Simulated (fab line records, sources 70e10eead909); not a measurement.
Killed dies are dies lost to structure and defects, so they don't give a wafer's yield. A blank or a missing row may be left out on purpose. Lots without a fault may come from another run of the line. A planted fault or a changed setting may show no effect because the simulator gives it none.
A struck lot beside a sound one | flow nand_harc | 14 steps out of a route of 1159
Sound: wafers L531.2, L531.3, L531.4. Struck: wafers L538.1, L538.4, L538.5. The cause comes at the end.
At each step with rows: each side's tool, then ch and its chambers, then its first start. Under that, the readings that differ: sound wafers | struck wafers | difference of the means | sigmas: that difference in standard deviations of wafers without a fault.
alike: readings whose means differ by less than 2 such deviations, and words and numbers that are the same on both sides. not compared: withheld readings, readings that some wafer has no value for, bounds like >300 that may hide the same value, and numbers for which the record gives no deviation and whose values overlap.
The two part at a step that has a row with sigmas, a row that says differs or no value, or rows on one side only. Numbers that don't overlap but have no deviation are shown without sigmas and don't part them. A reading that every wafer of one side lacks parts them only if that side has two wafers or more.

NHARC_A_SOURCE_PLATE_THK_MEAS_06: measures by ellipsometry.
  sound on film_metro-02, day 10 01:59; struck on film_metro-02, day 10 12:02
  alike: thk_nm
NHARC_A_SOURCE_PLATE_INSPECT_08:
  sound on defect_inspect-01, day 10 02:04; struck on defect_inspect-01, day 10 12:07
  alike: raw_defect_count
then, 1 step without rows for these wafers: NHARC_A_ONON_D1_DEP_00 (target thk 1000 nm).
NHARC_A_ONON_D1_THK_MEAS_02: measures by ellipsometry.
  sound on film_metro-01, day 10 02:39; struck on film_metro-02, day 10 12:41
  alike: thk_nm
then, 1 step without rows for these wafers: NHARC_A_ONON_D1_DEP_03 (target thk 1000 nm).
NHARC_A_ONON_D1_THK_MEAS_05: measures by ellipsometry.
  sound on film_metro-01, day 10 03:22; struck on film_metro-02, day 10 13:15
  alike: thk_nm
then, 1 step without rows for these wafers: NHARC_A_ONON_D1_DEP_06 (target thk 1000 nm).
NHARC_A_ONON_D1_THK_MEAS_08: measures by ellipsometry.
  sound on film_metro-01, day 10 04:02; struck on film_metro-02, day 10 14:17
  alike: thk_nm
then, 1 step without rows for these wafers: NHARC_A_ONON_D1_DEP_09 (target thk 1000 nm).
NHARC_A_ONON_D1_THK_MEAS_11: measures by ellipsometry.
  sound on film_metro-01, day 10 05:06; struck on film_metro-02, day 10 15:01
  reading     | sound          | struck      | difference | sigmas
  thk_nm (nm) | 1004 1007 1006 | 985 987 986 | -20        | -2
NHARC_A_ONON_D1_DEP_12: target thk 1000 nm.
  sound on pecvd_onon-04 ch 0, day 10 05:42; struck on pecvd_onon-02 ch 0, day 10 15:33
  alike: n2o_flow_sccm, sih4_flow_sccm
NHARC_A_ONON_D1_THK_MEAS_14: measures by ellipsometry.
  sound on film_metro-01, day 10 06:10; struck on film_metro-02, day 10 16:03
  reading     | sound          | struck      | difference | sigmas
  thk_nm (nm) | 1003 1005 1002 | 392 392 393 | -611       | -61
then, 1 step without rows for these wafers: NHARC_A_ONON_D1_ANNEAL_15 (time 3600 s).
-- the record jumps here: 15 days lie between the struck wafers' starts before and after (it left off in module A_ONON_D1 and takes up again in module END, whose first step shown is number 1159 of the route) --
NHARC_END_SORT_01:
  the record has rows for the struck wafers here (prober-01 ch 0, day 26 03:18) and none for the sound ones

WHERE THEY PART
First at NHARC_A_ONON_D1_THK_MEAS_11; last, within this record, at NHARC_END_SORT_01.

WHY: what the simulator had put in
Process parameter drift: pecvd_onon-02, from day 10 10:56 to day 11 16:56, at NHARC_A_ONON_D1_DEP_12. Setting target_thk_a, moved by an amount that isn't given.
